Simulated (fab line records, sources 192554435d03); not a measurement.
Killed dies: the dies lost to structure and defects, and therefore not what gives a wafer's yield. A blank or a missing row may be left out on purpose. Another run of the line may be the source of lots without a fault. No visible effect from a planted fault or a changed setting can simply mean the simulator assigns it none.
Which tool was responsible? :: flow n5-finfet :: 9 lots, 27 wafers sampled, at 6 steps of a route of 1938

WHAT EACH GAUGE READ, for each wafer
N5_WELL_APT_CD_MEAS_08 targets a cd of 200 nm.
lot: L979
measured: day 2 01:34
on: cd-sem-03
cd-nm (nm): 198.5 200.5 199.1

lot: L980
measured: day 2 08:00
on: cd-sem-01
cd-nm (nm): 199.6 198.7 198.3

lot: L981
measured: day 2 14:45
on: cd-sem-02
cd-nm (nm): 198.2 199.4 202.4

lot: L982
measured: day 2 19:39
on: cd-sem-02
cd-nm (nm): 200.2 200.5 199.5

lot: L988
measured: day 4 07:42
on: cd-sem-02
cd-nm (nm): 201.3 201.9 201.2

lot: L993
measured: day 5 13:41
on: cd-sem-01
cd-nm (nm): 200.3 200.7 199.9

lot: L994
measured: day 5 19:34
on: cd-sem-01
cd-nm (nm): 199.0 197.7 202.3

lot: L999
measured: day 7 01:41
on: cd-sem-01
cd-nm (nm): 201.2 199.9 201.0

lot: L100
measured: day 7 07:34
on: cd-sem-02
cd-nm (nm): 199.3 202.1 199.6

N5_PMOS_HMC_CHANNEL_EPI_INSPECT_11: inspects for defects (macro).
lot: L979
measured: day 2 05:15
on: defect-inspect-01
raw-defect-count: 3 4 2

lot: L980
measured: day 2 12:05
on: defect-inspect-01
raw-defect-count: 0 5 1

lot: L981
measured: day 2 18:37
on: defect-inspect-01
raw-defect-count: 2 5 2

lot: L982
measured: day 2 23:22
on: defect-inspect-01
raw-defect-count: 3 2 2

lot: L988
measured: day 4 11:37
on: defect-inspect-01
raw-defect-count: 4 2 2

lot: L993
measured: day 5 17:28
on: defect-inspect-01
raw-defect-count: 4 2 1

lot: L994
measured: day 5 23:11
on: defect-inspect-01
raw-defect-count: 244 1 >300

lot: L999
measured: day 7 05:29
on: defect-inspect-02
raw-defect-count: 2 1 2

lot: L100
measured: day 7 13:44
on: defect-inspect-01
raw-defect-count: 3 9 5

N5_BEOL_M4_RC_MEAS_101.
lot: L979
measured: day 9 05:58
on: prober-01
DIBL_N (mV/V): 35.3 36.9 31.4
DIBL_P (mV/V): 35.4 36.0 29.3
IOFF_N (nA/um): 0.15 0.16 0.09
IOFF_P (nA/um): 0.19 0.18 0.12
ION_N (uA/um): 690 677 657
ION_P (uA/um): 464 453 449
SS_N (mV/dec): 71.8 71.4 70.0
SS_P (mV/dec): 73.3 72.7 71.3
VT_N (mV): 245 250 256
VT_P (mV): -253 -255 -259

lot: L980
measured: day 9 06:27
on: prober-02
DIBL_N (mV/V): 34.7 31.1 35.3
DIBL_P (mV/V): 35.4 31.0 35.7
IOFF_N (nA/um): 0.15 0.09 0.14
IOFF_P (nA/um): 0.18 0.13 0.19
ION_N (uA/um): 697 665 679
ION_P (uA/um): 463 461 464
SS_N (mV/dec): 70.7 70.3 71.1
SS_P (mV/dec): 72.6 71.1 72.5
VT_N (mV): 249 256 249
VT_P (mV): -256 -256 -252

lot: L981
measured: day 9 08:56
on: prober-02
DIBL_N (mV/V): 39.0 32.9 37.2
DIBL_P (mV/V): 37.7 31.1 35.9
IOFF_N (nA/um): 0.24 0.12 0.20
IOFF_P (nA/um): 0.23 0.15 0.21
ION_N (uA/um): 679 672 688
ION_P (uA/um): 456 463 465
SS_N (mV/dec): 72.0 70.8 72.7
SS_P (mV/dec): 74.2 72.4 73.9
VT_N (mV): 245 255 245
VT_P (mV): -248 -252 -248

lot: L982
measured: day 9 12:27
on: prober-02
DIBL_N (mV/V): 35.6 33.2 32.8
DIBL_P (mV/V): 35.9 32.4 32.0
IOFF_N (nA/um): 0.15 0.11 0.11
IOFF_P (nA/um): 0.20 0.14 0.15
ION_N (uA/um): 677 669 647
ION_P (uA/um): 461 459 454
SS_N (mV/dec): 71.1 70.3 71.4
SS_P (mV/dec): 73.5 71.7 72.9
VT_N (mV): 253 255 253
VT_P (mV): -249 -254 -253

lot: L988
measured: day 11 11:31
on: prober-02
DIBL_N (mV/V): 34.3 39.5 32.7
DIBL_P (mV/V): 34.2 41.3 31.6
IOFF_N (nA/um): 0.13 0.25 0.11
IOFF_P (nA/um): 0.17 0.31 0.14
ION_N (uA/um): 660 712 669
ION_P (uA/um): 454 480 457
SS_N (mV/dec): 71.3 72.6 70.9
SS_P (mV/dec): 71.9 74.3 72.1
VT_N (mV): 251 242 253
VT_P (mV): -253 -243 -254

lot: L993
measured: day 12 14:50
on: prober-01
DIBL_N (mV/V): 37.6 35.6 38.4
DIBL_P (mV/V): 37.1 36.4 37.6
IOFF_N (nA/um): 0.17 0.13 0.22
IOFF_P (nA/um): 0.22 0.20 0.24
ION_N (uA/um): 678 662 669
ION_P (uA/um): 467 464 460
SS_N (mV/dec): 71.9 71.2 72.4
SS_P (mV/dec): 73.8 72.4 73.7
VT_N (mV): 248 254 249
VT_P (mV): -246 -250 -248

lot: L994
measured: day 12 05:58
on: prober-01
DIBL_N (mV/V): 33.1 32.3 33.5
DIBL_P (mV/V): 32.2 31.9 33.4
IOFF_N (nA/um): 0.11 0.11 0.13
IOFF_P (nA/um): 0.15 0.15 0.16
ION_N (uA/um): 662 682 668
ION_P (uA/um): 448 472 456
SS_N (mV/dec): 69.8 70.4 71.0
SS_P (mV/dec): 71.9 73.0 72.7
VT_N (mV): 252 253 251
VT_P (mV): -255 -253 -251

lot: L999
measured: day 14 15:19
on: prober-01
DIBL_N (mV/V): 35.5 32.7 35.4
DIBL_P (mV/V): 35.0 31.9 36.6
IOFF_N (nA/um): 0.15 0.11 0.16
IOFF_P (nA/um): 0.23 0.18 0.25
ION_N (uA/um): 676 672 688
ION_P (uA/um): 468 472 474
SS_N (mV/dec): 71.7 70.3 71.5
SS_P (mV/dec): 73.1 71.7 72.9
VT_N (mV): 254 254 249
VT_P (mV): -243 -247 -244

lot: L100
measured: day 14 14:02
on: prober-02
DIBL_N (mV/V): 38.0 36.1 36.0
DIBL_P (mV/V): 40.0 37.1 36.9
IOFF_N (nA/um): 0.22 0.18 0.17
IOFF_P (nA/um): 0.26 0.23 0.21
ION_N (uA/um): 710 701 689
ION_P (uA/um): 477 476 467
SS_N (mV/dec): 72.6 71.7 71.4
SS_P (mV/dec): 73.7 73.3 73.6
VT_N (mV): 242 247 246
VT_P (mV): -247 -250 -250

WHAT TOOL EACH LOT RAN ON (gives the tool, then ch and the chambers of the sampled wafers, and finally the start)
lot: L979
N5_ZERO_LAYER_ETCH_18: rie-si-02 ch 0,3, day 2 00:47
N5_PMOS_HMC_CHANNEL_EPI_HM_DEP_34: pecvd-04 ch 1, day 2 04:46
N5_PMOS_HMC_CHANNEL_EPI_ETCH_38: rie-si-04 ch 0,2, day 2 05:43

lot: L980
N5_ZERO_LAYER_ETCH_18: rie-si-05 ch 1,2,3, day 2 07:14
N5_PMOS_HMC_CHANNEL_EPI_HM_DEP_34: pecvd-03 ch 0,1,2, day 2 11:45
N5_PMOS_HMC_CHANNEL_EPI_ETCH_38: rie-si-06 ch 0,1,3, day 2 12:50

lot: L981
N5_ZERO_LAYER_ETCH_18: rie-si-03 ch 0,1,3, day 2 13:59
N5_PMOS_HMC_CHANNEL_EPI_HM_DEP_34: pecvd-01 ch 1, day 2 18:07
N5_PMOS_HMC_CHANNEL_EPI_ETCH_38: rie-si-01 ch 0,3, day 2 19:06

lot: L982
N5_ZERO_LAYER_ETCH_18: rie-si-03 ch 2,3, day 2 18:53
N5_PMOS_HMC_CHANNEL_EPI_HM_DEP_34: pecvd-01 ch 0,1, day 2 22:55
N5_PMOS_HMC_CHANNEL_EPI_ETCH_38: rie-si-01 ch 1,2,3, day 3 00:01

lot: L988
N5_ZERO_LAYER_ETCH_18: rie-si-02 ch 0,3, day 4 06:48
N5_PMOS_HMC_CHANNEL_EPI_HM_DEP_34: pecvd-04 ch 0,1,2, day 4 11:17
N5_PMOS_HMC_CHANNEL_EPI_ETCH_38: rie-si-01 ch 0,1, day 4 12:05

lot: L993
N5_ZERO_LAYER_ETCH_18: rie-si-03 ch 2,3, day 5 12:55
N5_PMOS_HMC_CHANNEL_EPI_HM_DEP_34: pecvd-04 ch 0,1, day 5 17:08
N5_PMOS_HMC_CHANNEL_EPI_ETCH_38: rie-si-06 ch 0,2,3, day 5 18:03

lot: L994
N5_ZERO_LAYER_ETCH_18: rie-si-02 ch 1,3, day 5 18:47
N5_PMOS_HMC_CHANNEL_EPI_HM_DEP_34: pecvd-04 ch 0,1, day 5 22:43
N5_PMOS_HMC_CHANNEL_EPI_ETCH_38: rie-si-06 ch 0,1, day 5 23:39

lot: L999
N5_ZERO_LAYER_ETCH_18: rie-si-02 ch 0,1,2, day 7 00:55
N5_PMOS_HMC_CHANNEL_EPI_HM_DEP_34: pecvd-01 ch 0,1,2, day 7 05:01
N5_PMOS_HMC_CHANNEL_EPI_ETCH_38: rie-si-04 ch 0,1,3, day 7 05:57

lot: L100
N5_ZERO_LAYER_ETCH_18: rie-si-03 ch 1,2, day 7 06:47
N5_PMOS_HMC_CHANNEL_EPI_HM_DEP_34: pecvd-01 ch 0,1, day 7 13:24
N5_PMOS_HMC_CHANNEL_EPI_ETCH_38: rie-si-04 ch 0,2,3, day 7 14:13
- N5_ZERO_LAYER_ETCH_18: etches Si in HBr/Cl2, target depth 120 nm, time 40 s.
- N5_PMOS_HMC_CHANNEL_EPI_HM_DEP_34: deposits SiO2 from TEOS/O2, target thk 36 nm, time 6.9 s.
- N5_PMOS_HMC_CHANNEL_EPI_ETCH_38: etches SiO2 in CF4, target depth 1.5 nm.

AS READ BY THE TOOLS THEMSELVES (means over the sampled wafers that have a number; for cases with no such wafer, the mark the record gives instead)
N5_ZERO_LAYER_ETCH_18.
lot: L979
tool: rie-si-02
drypump-motor-current-A (A): 5.6
oes-product-au (a.u.): 1.021
throttle-valve-pct (%): 35.7

lot: L980
tool: rie-si-05
drypump-motor-current-A (A): 5.6
oes-product-au (a.u.): 1.011
throttle-valve-pct (%): 36.2

lot: L981
tool: rie-si-03
drypump-motor-current-A (A): 6.0
oes-product-au (a.u.): 0.994
throttle-valve-pct (%): 36.0

lot: L982
tool: rie-si-03
drypump-motor-current-A (A): 6.5
oes-product-au (a.u.): 1.004
throttle-valve-pct (%): 35.8

lot: L988
tool: rie-si-02
drypump-motor-current-A (A): 5.6
oes-product-au (a.u.): 1.017
throttle-valve-pct (%): 35.7

lot: L993
tool: rie-si-03
drypump-motor-current-A (A): 6.5
oes-product-au (a.u.): 1.006
throttle-valve-pct (%): 36.0

lot: L994
tool: rie-si-02
drypump-motor-current-A (A): 5.8
oes-product-au (a.u.): 0.996
throttle-valve-pct (%): 36.1

lot: L999
tool: rie-si-02
drypump-motor-current-A (A): 5.9
oes-product-au (a.u.): 1.001
throttle-valve-pct (%): 36.2

lot: L100
tool: rie-si-03
drypump-motor-current-A (A): 6.2
oes-product-au (a.u.): 1.008
throttle-valve-pct (%): 36.3

N5_PMOS_HMC_CHANNEL_EPI_HM_DEP_34.
lot: L979
tool: pecvd-04
chamber-pressure-Torr (Torr): 6.477
heater-power-w (W): 666
showerhead-plenum-p-Torr (Torr): 8.37
throttle-valve-pct (%): 17.7

lot: L980
tool: pecvd-03
chamber-pressure-Torr (Torr): 6.505
heater-power-w (W): 696
showerhead-plenum-p-Torr (Torr): 8.31
throttle-valve-pct (%): 18.3

lot: L981
tool: pecvd-01
chamber-pressure-Torr (Torr): 6.512
heater-power-w (W): 479
showerhead-plenum-p-Torr (Torr): 8.31
throttle-valve-pct (%): 19.9

lot: L982
tool: pecvd-01
chamber-pressure-Torr (Torr): 6.501
heater-power-w (W): 586
showerhead-plenum-p-Torr (Torr): 8.33
throttle-valve-pct (%): 18.9

lot: L988
tool: pecvd-04
chamber-pressure-Torr (Torr): 6.492
heater-power-w (W): 540
showerhead-plenum-p-Torr (Torr): 8.33
throttle-valve-pct (%): 17.4

lot: L993
tool: pecvd-04
chamber-pressure-Torr (Torr): 6.504
heater-power-w (W): 629
showerhead-plenum-p-Torr (Torr): 8.34
throttle-valve-pct (%): 17.6

lot: L994
tool: pecvd-04
chamber-pressure-Torr (Torr): 6.482
heater-power-w (W): 595
showerhead-plenum-p-Torr (Torr): 8.32
throttle-valve-pct (%): 17.5

lot: L999
tool: pecvd-01
chamber-pressure-Torr (Torr): 6.506
heater-power-w (W): 551
showerhead-plenum-p-Torr (Torr): 8.34
throttle-valve-pct (%): 18.8

lot: L100
tool: pecvd-01
chamber-pressure-Torr (Torr): 6.500
heater-power-w (W): 637
showerhead-plenum-p-Torr (Torr): 8.33
throttle-valve-pct (%): 18.3

N5_PMOS_HMC_CHANNEL_EPI_ETCH_38.
lot: L979
tool: rie-si-04
drypump-motor-current-A (A): 5.6
oes-product-au (a.u.): 0.989
throttle-valve-pct (%): 22.03

lot: L980
tool: rie-si-06
drypump-motor-current-A (A): 6.0
oes-product-au (a.u.): 0.994
throttle-valve-pct (%): 21.80

lot: L981
tool: rie-si-01
drypump-motor-current-A (A): 5.4
oes-product-au (a.u.): 0.973
throttle-valve-pct (%): 22.00

lot: L982
tool: rie-si-01
drypump-motor-current-A (A): 5.4
oes-product-au (a.u.): 0.990
throttle-valve-pct (%): 22.02

lot: L988
tool: rie-si-01
drypump-motor-current-A (A): 5.3
oes-product-au (a.u.): 0.964
throttle-valve-pct (%): 22.13

lot: L993
tool: rie-si-06
drypump-motor-current-A (A): 6.1
oes-product-au (a.u.): 0.984
throttle-valve-pct (%): 21.90

lot: L994
tool: rie-si-06
drypump-motor-current-A (A): 5.7
oes-product-au (a.u.): 1.000
throttle-valve-pct (%): 21.89

lot: L999
tool: rie-si-04
drypump-motor-current-A (A): 5.8
oes-product-au (a.u.): 1.005
throttle-valve-pct (%): 21.93

lot: L100
tool: rie-si-04
drypump-motor-current-A (A): 5.7
oes-product-au (a.u.): 0.988
throttle-valve-pct (%): 21.98

THE ANSWER, worked out from the rows above alone
Rule: what is usual is taken from the lots themselves. The widest of any qualifying gaps counts: lots, ordered by their means at a reading, are off when they make up no more than a third of the lots, leave a main group of 4 or more, and stand apart from it by 3 or more times the standard deviation of that group's means. A main group is skipped when, at the precision printed for the reading in the tables above, its means are all equal. Also off: a lot with no number at a reading for which 4 or more lots have one. The other lots that the step has rows for count as sound. Order of review: gauges by route order, followed by the tools' own readings, for which a lot's mean as printed above is used. The first step at which some lot is off is used, and at that step the reading that is off furthest; a lot without a number counts as furthest.
Off, at N5_PMOS_HMC_CHANNEL_EPI_INSPECT_11 on raw-defect-count: L994. The main group has a mean of 2.8 with a standard deviation of 1.2.
A tool fits if, at a process step before that reading, it ran every lot that is off, and no sound lot after the first of them. The gauges at N5_PMOS_HMC_CHANNEL_EPI_INSPECT_11 are tried like those tools. One fits: N5_PMOS_HMC_CHANNEL_EPI_HM_DEP_34 on pecvd-04. Its last sound lot is L993 (day 5 17:08), its first lot that is off L994 (day 5 22:43): a fault that began between those two fits.

WHAT THE SIMULATOR HAD INSERTED
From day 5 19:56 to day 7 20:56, pecvd-04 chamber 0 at N5_PMOS_HMC_CHANNEL_EPI_HM_DEP_34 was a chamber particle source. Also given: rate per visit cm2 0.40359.
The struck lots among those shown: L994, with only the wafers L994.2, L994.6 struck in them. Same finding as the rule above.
